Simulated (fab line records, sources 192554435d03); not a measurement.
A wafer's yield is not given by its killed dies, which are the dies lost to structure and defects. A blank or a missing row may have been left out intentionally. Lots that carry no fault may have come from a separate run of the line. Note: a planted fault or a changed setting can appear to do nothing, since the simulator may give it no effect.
fab line records ; flow n5-finfet
record: lots: 9; wafers: 27; last-day: 19
route steps=1938 shown GATE_CUT@516 MOL_CONTACT_COAG@531 BEOL_M4@1111 PASSIVATION@1936
lots that met no fault: from a run of the same line without faults
start-h: hours from the record's first day to the start of the lot's first wafer shown ; wait-h: hours from the lot's prior step to this one ; " repeats the value in the row above ; L1.1+2: one row covering several wafers at once ; - no value, or no start given ; * or withheld: withheld ; < > ~ a bound
route shown NAME@n: NAME is a module with steps in the file, n the number in the route of the first one ; usual: average and standard deviation across the fault-free wafers ; same: alike in all rows ; chamber/n: place in a boat ; sites: the reading at each site ; _std_site: the values' standard deviation ; _edge_site: mean of outer sites minus mean of inner sites ; radius-mm: for every site, how far away it sits from the centre of the wafer ; mask NAME#n: copy n ; behind: tool/chamber where the wafer was last shaped ; hold: reason for holding the lot/hours on hold/outcome of the hold ; device: the transistor (n, p or np) that didn't switch ; end of line: tests run on the same wafers once the route is complete ; where a step has no rows: the recipe by itself ; killed: not the wafer's yield, but the dies lost to structure and defects at the first sort ; map: the dies of a wafer, with x for killed, . for not killed, _ for no die there
set.NAME: the setting the step ran with; set.NAME@STEP: the setting that earlier step ran with ; model.NAME: the simulator's own value behind a step, which no gauge read
a sample of lots followed through the steps of the route, with each step as a table and each wafer as a row
services: from which hour (start-h, from the record's first day; less than 0 if before it) a tool's chamber was out of use, for how many hours, and why
== steps ==
step: N5_GATE_CUT_INSPECT_26
recipe: inspect-instrument: darkfield; mode: post-cmp
usual: raw-defect-count: 41/19
lot.wafer;tool;chamber;start-h;wait-h;raw-defect-count
L353.2;defect-inspect-01;-;92.61;0.0;26
L353.5;defect-inspect-01;-;92.61;0.0;35
L353.6;defect-inspect-01;-;92.61;0.0;20
L357.1;defect-inspect-02;-;113.37;0.0;47
L357.2;defect-inspect-02;-;113.37;0.0;47
L357.6;defect-inspect-02;-;113.37;0.0;47
L358.1;defect-inspect-01;-;115.95;0.0;86
L358.4;defect-inspect-01;-;115.95;0.0;84
L358.5;defect-inspect-01;-;115.95;0.0;34
L359.1;defect-inspect-02;-;125.01;0.0;85
L359.3;defect-inspect-02;-;125.01;0.0;62
L359.6;defect-inspect-02;-;125.01;0.0;71
L361.3;defect-inspect-02;-;137.53;0.0;24
L361.5;defect-inspect-02;-;137.53;0.0;33
L361.6;defect-inspect-02;-;137.53;0.0;30
L362.2;defect-inspect-02;-;140.73;0.0;30
L362.3;defect-inspect-02;-;140.73;0.0;27
L362.4;defect-inspect-02;-;140.73;0.0;43
L367.2;defect-inspect-01;-;175.64;0.0;23
L367.3;defect-inspect-01;-;175.64;0.0;54
L367.4;defect-inspect-01;-;175.64;0.0;68
L375.2;defect-inspect-02;-;219.65;0.0;62
L375.3;defect-inspect-02;-;219.65;0.0;27
L375.6;defect-inspect-02;-;219.65;0.0;70
L376.3;defect-inspect-01;-;224.55;0.0;13
L376.4;defect-inspect-01;-;224.55;0.0;59
L376.5;defect-inspect-01;-;224.55;0.0;39
step: N5_MOL_CONTACT_COAG_ETCH_105
recipe: chemistry: CF4; target: SiARC; target-depth-a: 156; mask-material: CAR-EUV; time-s: 26; ion-energy-ev: 80; pressure-mtorr: 40; source-w: 545; bias-w: 36; Ar_flow_sccm: 100; cf4-flow-sccm: 100; ends: cleared
usual: bias-w: 36.01/0.11; drypump-motor-current-A: 5.7/0.43; etch-rf-on-time-s: 26.4/0.84; oes-product-au: 0.63/0.044; rf-vpp-V: 183.9/1.2; showerhead-plenum-p-Torr: 2.14/0.077; throttle-valve-pct: 15.70/0.24
lot.wafer;tool;chamber;start-h;wait-h;bias-w;drypump-motor-current-A;etch-rf-on-time-s;oes-product-au;rf-hours-counter-h;rf-vpp-V;showerhead-plenum-p-Torr;throttle-valve-pct
L353.2;rie-diel-04;3;93.21;0.0;35.98;5.7;26.1;0.62;181;185.6;2.21;15.96
L353.5;rie-diel-04;3;93.21;0.0;36.08;5.7;26.1;0.62;-;185.0;2.21;15.96
L353.6;rie-diel-04;0;93.21;0.0;36.06;5.6;26.2;0.70;-;184.5;2.10;15.25
L357.1;rie-diel-02;1;113.97;0.0;36.05;5.8;26.8;0.62;179;184.2;2.21;15.74
L357.2;rie-diel-02;2;113.97;0.0;36.13;6.4;25.0;0.75;46;185.3;2.27;15.47
L357.6;rie-diel-02;3;113.97;0.0;36.01;4.9;25.1;0.62;-;184.3;2.12;15.66
L358.1;rie-diel-02;1;116.65;0.0;36.10;5.8;26.8;0.62;181;184.8;2.21;15.74
L358.4;rie-diel-02;2;116.65;0.0;35.96;6.4;24.9;0.74;47;184.7;2.27;15.47
L358.5;rie-diel-02;2;116.65;0.0;35.84;6.4;25.1;0.75;-;185.3;2.27;15.48
L359.1;rie-diel-02;3;126.02;0.0;46.19;4.9;23.1;0.65;198;214.7;2.12;15.67
L359.3;rie-diel-02;0;126.02;0.0;46.05;5.8;24.4;0.64;225;214.0;2.03;15.59
L359.6;rie-diel-02;3;126.02;0.0;46.34;4.9;23.1;0.65;-;213.8;2.12;15.67
L361.3;rie-diel-02;2;138.01;0.0;46.34;6.4;23.2;0.77;54;217.8;2.27;15.49
L361.5;rie-diel-02;3;138.01;0.0;46.19;4.9;23.1;0.65;-;214.6;2.12;15.69
L361.6;rie-diel-02;2;138.01;0.0;46.21;6.4;23.1;0.77;-;217.5;2.27;15.49
L362.2;rie-diel-05;3;141.39;0.0;35.88;6.1;26.0;0.66;147;184.2;2.15;15.71
L362.3;rie-diel-05;1;141.39;0.0;35.81;6.4;28.1;0.57;220;182.5;2.04;15.83
L362.4;rie-diel-05;2;141.39;0.0;35.96;5.5;26.3;0.63;183;185.5;2.21;15.46
L367.2;rie-diel-04;1;176.24;0.0;36.18;5.3;27.8;0.60;208;184.6;2.22;16.06
L367.3;rie-diel-04;3;176.24;0.0;35.98;5.7;26.5;0.59;212;183.3;2.20;16.02
L367.4;rie-diel-04;2;176.24;0.0;35.88;6.1;26.4;0.62;189;182.3;2.04;15.48
L375.2;rie-diel-04;1;220.13;0.0;35.89;5.3;27.6;0.59;225;183.7;2.22;16.08
L375.3;rie-diel-04;3;220.13;0.0;36.06;5.7;26.5;0.59;227;186.3;2.20;16.06
L375.6;rie-diel-04;1;220.13;0.0;35.89;5.3;27.7;0.59;-;185.0;2.22;16.08
L376.3;rie-diel-04;3;225.15;0.0;35.92;5.7;26.8;0.58;229;184.4;2.20;16.07
L376.4;rie-diel-04;2;225.15;0.0;35.98;6.0;26.0;0.62;206;184.2;2.04;15.50
L376.5;rie-diel-04;1;225.15;0.0;35.95;5.3;27.7;0.58;-;184.0;2.22;16.10
step: N5_MOL_CONTACT_COAG_CONTACT_ETCH_14
recipe: chemistry: C4F6/O2; target: SiO2; target-depth-a: 275; overetch-a: 85; mask-material: SOC; pressure-mtorr: 30; source-w: 370; bias-w: 185; Ar_flow_sccm: 300; C4F6_flow_sccm: 16; O2_flow_sccm: 10; time-s: 20; ion-energy-ev: 259.6
usual: bias-w: 185.0/0.6; drypump-motor-current-A: 5.7/0.43; oes_o_777_au: 0.73/0.054; oes-product-au: 0.63/0.037; rf-vpp-V: 693/3.6; showerhead-plenum-p-Torr: 2.88/0.1; throttle-valve-pct: 21.33/0.27
lot.wafer;tool;chamber;start-h;wait-h;bias-w;drypump-motor-current-A;oes_o_777_au;oes-product-au;rf-hours-counter-h;rf-vpp-V;showerhead-plenum-p-Torr;throttle-valve-pct
L353.2;rie-diel-04;3;93.34;0.0;185.1;5.7;0.73;0.62;181;696;2.98;21.59
L353.5;rie-diel-04;3;93.34;0.0;184.4;5.7;0.72;0.62;-;698;2.98;21.60
L353.6;rie-diel-04;0;93.34;0.0;185.2;5.6;0.82;0.71;-;691;2.80;20.80
L357.1;rie-diel-02;1;114.10;0.0;186.1;5.8;0.71;0.64;179;696;2.97;21.37
L357.2;rie-diel-02;2;114.10;0.0;186.0;6.4;0.88;0.73;46;698;3.05;21.18
L357.6;rie-diel-02;3;114.10;0.0;185.8;4.9;0.71;0.61;-;692;2.84;21.16
L358.1;rie-diel-02;1;116.78;0.0;185.2;5.8;0.71;0.62;181;696;2.97;21.37
L358.4;rie-diel-02;2;116.78;0.0;184.8;6.4;0.88;0.72;47;698;3.05;21.19
L358.5;rie-diel-02;2;116.78;0.0;184.8;6.4;0.88;0.73;-;698;3.05;21.19
L359.1;rie-diel-02;3;126.15;0.0;186.0;4.9;0.71;0.61;198;692;2.84;21.15
L359.3;rie-diel-02;0;126.15;0.0;184.0;5.8;0.70;0.61;225;689;2.74;21.23
L359.6;rie-diel-02;3;126.15;0.0;185.7;4.9;0.71;0.61;-;693;2.84;21.15
L361.3;rie-diel-02;2;138.14;0.0;185.0;6.4;0.87;0.72;54;698;3.05;21.21
L361.5;rie-diel-02;3;138.14;0.0;183.8;4.9;0.71;0.61;-;690;2.84;21.16
L361.6;rie-diel-02;2;138.14;0.0;185.1;6.4;0.88;0.72;-;698;3.05;21.20
L362.2;rie-diel-05;3;141.52;0.0;184.5;6.1;0.77;0.65;147;693;2.88;21.34
L362.3;rie-diel-05;1;141.52;0.0;184.9;6.5;0.66;0.59;220;689;2.75;21.55
L362.4;rie-diel-05;2;141.52;0.0;186.1;5.6;0.75;0.63;183;695;2.96;21.00
L367.2;rie-diel-04;1;176.37;0.0;186.0;5.3;0.71;0.61;208;696;2.99;21.75
L367.3;rie-diel-04;3;176.37;0.0;185.0;5.7;0.70;0.60;212;697;2.97;21.63
L367.4;rie-diel-04;2;176.37;0.0;185.1;6.1;0.74;0.64;189;687;2.76;21.20
L375.2;rie-diel-04;1;220.26;0.0;185.0;5.3;0.70;0.60;225;695;2.98;21.76
L375.3;rie-diel-04;3;220.26;0.0;185.4;5.7;0.69;0.59;227;696;2.96;21.66
L375.6;rie-diel-04;1;220.26;0.0;184.7;5.3;0.70;0.60;-;696;2.98;21.75
L376.3;rie-diel-04;3;225.28;0.0;185.5;5.8;0.69;0.59;229;695;2.96;21.68
L376.4;rie-diel-04;2;225.28;0.0;185.1;6.1;0.73;0.62;206;688;2.75;21.25
L376.5;rie-diel-04;1;225.28;0.0;185.3;5.3;0.70;0.60;-;696;2.98;21.76
step: N5_MOL_CONTACT_COAG_ETCH_15
recipe: chemistry: CH3F/O2; target: SiNx; target-depth-a: 70; mask-material: SOC; stop-on: Si:P; over-etch-frac: 0.75; ion-energy-ev: 120; pressure-mtorr: 30; source-w: 395; bias-w: 73; Ar_flow_sccm: 150; CH3F_flow_sccm: 30; O2_flow_sccm: 20
usual: CH3F_flow_sccm: 30.02/0.089; bias-w: 73.00/0.23; drypump-motor-current-A: 5.7/0.43; oes_o_777_au: 0.74/0.052; oes-product-au: 0.54/0.032; rf-vpp-V: 299/5.4; showerhead-plenum-p-Torr: 2.00/0.075; throttle-valve-pct: 16.42/0.25
lot.wafer;tool;chamber;start-h;wait-h;CH3F_flow_sccm;bias-w;drypump-motor-current-A;oes_o_777_au;oes-product-au;rf-hours-counter-h;rf-vpp-V;showerhead-plenum-p-Torr;throttle-valve-pct
L353.2;rie-diel-04;3;93.37;0.0;29.97;73.11;5.7;0.72;0.52;181;298;2.08;16.69
L353.5;rie-diel-04;3;93.37;0.0;30.00;73.02;5.7;0.73;0.53;-;298;2.08;16.68
L353.6;rie-diel-04;0;93.37;0.0;30.11;72.84;5.7;0.81;0.61;-;287;1.94;15.90
L357.1;rie-diel-02;1;114.13;0.0;29.90;72.93;5.8;0.73;0.54;179;297;2.06;16.46
L357.2;rie-diel-02;2;114.13;0.0;29.87;73.38;6.4;0.89;0.63;46;305;2.13;16.21
L357.6;rie-diel-02;3;114.13;0.0;29.94;72.74;4.9;0.72;0.53;-;306;1.97;16.28
L358.1;rie-diel-02;1;116.81;0.0;30.20;73.31;5.8;0.72;0.54;181;296;2.06;16.48
L358.4;rie-diel-02;2;116.81;0.0;29.99;72.82;6.4;0.88;0.62;47;305;2.13;16.21
L358.5;rie-diel-02;2;116.81;0.0;30.10;72.58;6.4;0.88;0.63;-;307;2.13;16.21
L359.1;rie-diel-02;3;126.18;0.0;30.11;73.05;4.9;0.71;0.52;198;306;1.97;16.32
L359.3;rie-diel-02;0;126.18;0.0;30.07;72.87;5.8;0.70;0.52;225;299;1.90;16.33
L359.6;rie-diel-02;3;126.18;0.0;30.11;73.44;4.9;0.71;0.52;-;307;1.97;16.30
L361.3;rie-diel-02;2;138.17;0.0;30.07;72.97;6.4;0.87;0.62;54;305;2.12;16.22
L361.5;rie-diel-02;3;138.17;0.0;29.98;72.85;4.9;0.71;0.52;-;305;1.97;16.32
L361.6;rie-diel-02;2;138.17;0.0;29.92;72.86;6.4;0.87;0.62;-;307;2.12;16.22
L362.2;rie-diel-05;3;141.55;0.0;29.89;72.73;6.1;0.77;0.56;147;300;2.00;16.40
L362.3;rie-diel-05;1;141.55;0.0;29.81;73.32;6.5;0.67;0.50;220;297;1.90;16.60
L362.4;rie-diel-05;2;141.55;0.0;30.21;72.71;5.6;0.76;0.55;183;298;2.06;16.13
L367.2;rie-diel-04;1;176.40;0.0;30.00;72.38;5.3;0.71;0.53;208;299;2.08;16.78
L367.3;rie-diel-04;3;176.40;0.0;30.11;73.07;5.8;0.70;0.52;212;298;2.06;16.74
L367.4;rie-diel-04;2;176.40;0.0;29.93;73.05;6.1;0.74;0.54;189;292;1.91;16.28
L375.2;rie-diel-04;1;220.29;0.0;30.05;72.71;5.3;0.69;0.51;225;300;2.07;16.81
L375.3;rie-diel-04;3;220.29;0.0;29.96;73.06;5.7;0.69;0.50;227;297;2.06;16.76
L375.6;rie-diel-04;1;220.29;0.0;30.11;73.04;5.3;0.70;0.52;-;299;2.07;16.81
L376.3;rie-diel-04;3;225.31;0.0;29.89;73.43;5.7;0.69;0.50;229;299;2.06;16.78
L376.4;rie-diel-04;2;225.31;0.0;30.12;72.98;6.1;0.73;0.53;206;291;1.91;16.29
L376.5;rie-diel-04;1;225.31;0.0;29.95;72.96;5.3;0.70;0.51;-;299;2.07;16.83
step: N5_BEOL_M4_RC_MEAS_101
usual: DIBL_N: 36.6/1.9; DIBL_P: 36.7/2.2; IOFF_N: 0.16/0.035; IOFF_P: 0.22/0.038; ION_N: 672/14; ION_P: 462/8.3; SS_N: 71.6/0.65; SS_P: 73.5/0.72; VT_N: 250/3.5; VT_P: -250/3.1
lot.wafer;tool;chamber;start-h;wait-h;DIBL_N[mV/V];DIBL_P[mV/V];IOFF_N[nA/um];IOFF_P[nA/um];ION_N[uA/um];ION_P[uA/um];SS_N[mV/dec];SS_P[mV/dec];VT_N[mV];VT_P[mV]
L353.2;prober-01;0;203.17;0.2;39.2;40.5;0.22;0.34;686;483;71.1;74.5;243;-239
L353.5;prober-01;0;203.17;0.2;37.5;39.0;0.17;0.29;677;471;71.0;73.9;247;-244
L353.6;prober-01;0;203.17;0.2;33.2;32.6;0.10;0.18;646;455;69.9;72.5;255;-252
L357.1;prober-02;0;207.69;0.0;36.5;36.7;0.15;0.19;653;448;71.6;73.3;254;-258
L357.2;prober-02;0;207.69;0.0;34.4;34.7;0.12;0.16;667;453;71.0;72.7;254;-257
L357.6;prober-02;0;207.69;0.0;33.4;32.6;0.11;0.14;650;442;70.7;71.6;257;-257
L358.1;prober-02;0;222.91;0.0;35.6;35.6;0.12;0.20;653;462;71.6;72.9;255;-250
L358.4;prober-02;0;222.91;0.0;37.4;37.6;0.16;0.22;651;448;72.3;73.5;252;-251
L358.5;prober-02;0;222.91;0.0;34.8;36.4;0.13;0.21;661;462;70.8;73.2;253;-248
L359.1;prober-02;0;226.45;0.0;35.9;36.8;0.17;0.24;691;476;71.0;73.7;249;-249
L359.3;prober-02;0;226.45;0.0;37.2;37.1;0.17;0.22;664;455;72.0;74.0;251;-249
L359.6;prober-02;0;226.45;0.0;36.9;37.2;0.16;0.23;670;462;72.5;74.4;252;-249
L361.3;prober-01;0;238.77;0.3;36.2;36.5;0.14;0.21;674;459;71.4;73.3;256;-252
L361.5;prober-01;0;238.77;0.3;36.9;37.1;0.16;0.23;673;467;71.7;74.2;251;-245
L361.6;prober-01;0;238.77;0.3;35.3;35.5;0.13;0.20;674;465;71.0;73.5;251;-250
L362.2;prober-02;0;249.28;0.2;36.3;36.6;0.15;0.21;678;468;71.1;73.3;252;-252
L362.3;prober-02;0;249.28;0.2;37.3;38.0;0.16;0.23;659;459;71.4;74.0;250;-248
L362.4;prober-02;0;249.28;0.2;36.5;37.6;0.16;0.22;681;463;71.4;73.7;247;-250
L367.2;prober-02;0;279.73;0.2;34.9;35.8;0.13;0.18;671;456;72.0;73.1;253;-253
L367.3;prober-02;0;279.73;0.2;36.9;37.6;0.18;0.22;673;454;72.6;73.7;250;-250
L367.4;prober-02;0;279.73;0.2;36.8;38.6;0.17;0.24;672;463;71.8;73.5;249;-248
L375.2;prober-02;0;319.81;0.2;38.0;37.2;0.19;0.26;699;472;71.8;73.5;249;-244
L375.3;prober-02;0;319.81;0.2;39.0;39.1;0.23;0.31;682;467;71.8;74.1;245;-244
L375.6;prober-02;0;319.81;0.2;37.8;36.6;0.18;0.25;674;463;72.4;73.6;248;-245
L376.3;prober-01;0;328.16;0.3;37.0;38.4;0.17;0.22;674;467;71.4;73.3;251;-250
L376.4;prober-01;0;328.16;0.3;36.8;38.0;0.17;0.24;676;459;72.2;74.1;248;-248
L376.5;prober-01;0;328.16;0.3;38.7;39.6;0.20;0.26;694;470;72.2;73.6;249;-248
step: N5_PASSIVATION_PROBE_49
usual: defect-limited-yield: 91.6/1.4; killed_at_M0_to_M3: 35/10; killed_at_M4_up: 13/4.8; killed-at-contacts: 12/7.2; killed-at-front-end: 36/12; killed-at-other: 4/3.1; killed-dies: 100/17; killed-on-rim: 13/4.2; killed-open: 66/13; killed-short: 32/7.3; sort_bin_5_function: 5.0/0.94; sort_bin_6_memory: 3.1/0.67; sort_bin_8_speed: 0.01/0.047; sort-n-pass: 1080/17; sort-yield-pct: 91.6/1.4
same: gross-dies: 1180; killed-at-back-side: 0; sort_bin_4_leakage[%]: 0
lot.wafer;tool;chamber;start-h;wait-h;defect-limited-yield[%];killed_at_M0_to_M3;killed_at_M4_up;killed-at-contacts;killed-at-front-end;killed-at-other;killed-dies;killed-on-rim;killed-open;killed-short;sort_bin_5_function[%];sort_bin_6_memory[%];sort_bin_8_speed[%];sort-n-pass;sort-yield-pct[%]
L359.1;prober-02;-;342.21;0.0;92.6;19;13;6;39;10;87;11;55;30;4.6;2.4;0;1093;92.6
L359.3;prober-02;-;342.31;0.1;89.7;45;9;6;55;6;121;14;82;34;5.9;3.8;0;1059;89.7
L359.6;prober-02;-;342.46;0.3;91.9;40;9;5;39;2;95;13;62;33;4.9;3.1;0;1085;91.9
L358.1;prober-02;-;356.02;0.0;93.2;34;6;17;18;5;80;7;43;36;4.2;2.4;0;1100;93.2
L358.4;prober-02;-;356.17;0.2;90.9;38;14;24;24;7;107;17;64;43;5.2;3.2;0;1073;90.9
L358.5;prober-02;-;356.22;0.2;89.7;38;11;35;31;6;121;12;82;38;5.7;4.3;0;1059;89.7
L361.3;prober-02;-;371.47;0.1;91.0;27;16;12;50;1;106;9;78;26;4.9;3.6;0;1074;91.0
L361.5;prober-02;-;371.57;0.2;89.7;34;20;10;52;6;122;17;88;32;5.6;4.4;0;1058;89.7
L361.6;prober-02;-;371.62;0.3;90.9;23;20;6;56;2;107;16;78;28;4.2;4.7;0;1073;90.9
L375.2;prober-01;-;446.20;0.1;90.3;39;10;6;57;2;114;12;72;41;5.8;3.5;0;1066;90.3
L375.3;prober-01;-;446.25;0.1;91.8;36;9;3;36;13;97;14;67;30;5.3;2.8;0;1083;91.8
L375.6;prober-01;-;446.40;0.3;91.5;30;6;9;49;6;100;13;61;38;5.2;3.1;0;1080;91.5
killed by level:class
L359.1 STI_FIN_REVEAL:geometric-particle:open=11 GATE_CUT:geometric-particle:short=9 BEOL_M2:geometric-particle:open=5 FIN_SAQP:geometric-particle:short=4 FIN_SAQP:geometric-particle:open=4 BEOL_M0_SAQP:geometric-particle:open=4 MOL_CONTACT_COAG:geometric-particle:open=4 BEOL_M3:geometric-particle:open=4
L359.3 STI_FIN_REVEAL:geometric-particle:open=22 BEOL_M2:geometric-particle:open=11 BEOL_M0_SAQP:geometric-particle:short=10 BEOL_M1:geometric-particle:open=8 GATE_CUT:geometric-particle:short=7 MOL_CONTACT_COAG:geometric-particle:open=6 FIN_SAQP:geometric-particle:short=5 DUMMY_GATE:geometric-particle:open=5
L359.6 BEOL_M3:geometric-particle:open=10 GATE_CUT:geometric-particle:short=8 DUMMY_GATE:geometric-particle:open=7 BEOL_M0_SAQP:geometric-particle:short=7 BEOL_M0:geometric-particle:open=6 GATE_CUT:geometric-particle:open=5 BEOL_M2:geometric-particle:open=5 STI_FIN_REVEAL:geometric-particle:open=4
L358.1 MOL_CONTACT_COAG:geometric-particle:open=12 BEOL_M0_SAQP:geometric-particle:open=9 BEOL_M0_SAQP:geometric-particle:short=9 BEOL_M2:geometric-particle:open=6 MOL_CONTACT_COAG:geometric-particle:short=5 BEOL_M2:geometric-particle:short=5 STI_FIN_REVEAL:geometric-particle:open=4 MIM_TOP:geometric-particle:short=4
L358.4 MOL_CONTACT_COAG:geometric-particle:open=17 BEOL_M0_SAQP:geometric-particle:open=13 BEOL_M0_SAQP:geometric-particle:short=9 BEOL_M2:geometric-particle:open=9 MOL_CONTACT_COAG:geometric-particle:short=7 STARTING-WAFER:geometric-particle:short=6 FIN_SAQP:geometric-particle:open=5 BEOL_M5:geometric-particle:short=5
L358.5 MOL_CONTACT_COAG:geometric-particle:open=25 STI_FIN_REVEAL:geometric-particle:open=19 BEOL_M0_SAQP:geometric-particle:open=11 MOL_CONTACT_COAG:geometric-particle:short=10 BEOL_M0_SAQP:geometric-particle:short=9 BEOL_M2:geometric-particle:open=7 BEOL_M1:geometric-particle:open=4 BEOL_M5:geometric-particle:open=4
L361.3 STI_FIN_REVEAL:geometric-particle:open=17 MOL_CONTACT_COAG:geometric-particle:open=10 BEOL_M2:geometric-particle:open=7 BEOL_M4:geometric-particle:open=7 FIN_SAQP:geometric-particle:short=6 FIN_SAQP:geometric-particle:open=6 DUMMY_GATE:geometric-particle:open=4 BEOL_M0:geometric-particle:open=4
L361.5 STI_FIN_REVEAL:geometric-particle:open=13 BEOL_M4:geometric-particle:open=12 DUMMY_GATE:geometric-particle:open=11 MOL_CONTACT_COAG:geometric-particle:open=9 BEOL_M1:geometric-particle:open=9 FIN_SAQP:geometric-particle:short=7 BEOL_M2:geometric-particle:short=6 FIN_SAQP:geometric-particle:open=5
L361.6 STI_FIN_REVEAL:geometric-particle:open=20 BEOL_M4:geometric-particle:open=14 BEOL_M2:geometric-particle:open=8 FIN_SAQP:geometric-particle:short=7 ILD0:geometric-particle:open=5 BEOL_M0_SAQP:geometric-particle:open=5 FIN_SAQP:geometric-particle:open=4 STI_FIN_REVEAL:geometric-particle:short=4
L375.2 STI_FIN_REVEAL:geometric-particle:open=18 FIN_SAQP:geometric-particle:short=15 BEOL_M2:geometric-particle:open=8 FIN_SAQP:geometric-particle:open=6 BEOL_M1:geometric-particle:open=6 BEOL_M3:geometric-particle:open=6 MOL_CONTACT_COAG:geometric-particle:open=4 BEOL_M0_SAQP:geometric-particle:open=4
L375.3 FIN_SAQP:geometric-particle:open=11 BEOL_M3:geometric-particle:open=10 FIN_SAQP:geometric-particle:short=9 BEOL_M2:geometric-particle:open=9 DUMMY_GATE:geometric-particle:open=5 BEOL_M0_SAQP:geometric-particle:short=5 BEOL_M1:geometric-particle:open=5 PAD_METAL:geometric-particle:open=5
L375.6 BEOL_M1:geometric-particle:open=14 FIN_SAQP:geometric-particle:open=11 STI_FIN_REVEAL:geometric-particle:open=11 FIN_SAQP:geometric-particle:short=10 MOL_CONTACT_COAG:geometric-particle:open=6 GATE_CUT:geometric-particle:short=4 BEOL_M0_SAQP:geometric-particle:short=4 BEOL_M0:geometric-particle:open=4
== services ==
tool;chamber;start-h;hours;kind
rie-diel-05;-;70.86;2.8;pm
rie-diel-05;-;117.75;0.6;repair
rie-diel-05;-;126.84;0.3;repair
rie-diel-04;0;146.11;2.5;repair
rie-diel-02;0;205.33;-;clean
rie-diel-02;0;205.33;-;consumable-replace:focus-ring
rie-diel-02;0;205.33;-;consumable-replace:showerhead
rie-diel-02;0;205.33;23.1;scheduled-down
rie-diel-02;0;205.33;23.1;vent-cycle
== key ==
first-sign: step: N5_MOL_CONTACT_COAG_ETCH_105; reading: bias-w; direction: up; sigmas: 95; usual: *; struck: *
effect: step: N5_MOL_CONTACT_COAG_ETCH_105; reading: rf-vpp-V; direction: up; sigmas: 26; usual: 183.9; struck: 215.4
met-at N5_MOL_CONTACT_COAG_ETCH_105
struck-lots L359,L361
not-acting-at N5_GATE_CUT_INSPECT_26,N5_MOL_CONTACT_COAG_CONTACT_ETCH_14,N5_MOL_CONTACT_COAG_ETCH_15
onset-between 116.65 126.02
fault: kind: process-parameter-drift; tool: rie-diel-02; chamber: -; onset-h: 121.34; steps: N5_MOL_CONTACT_COAG_ETCH_105; channel: bias-w; offset: *; shape: step; end-h: 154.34; acts-in: *; stated: *
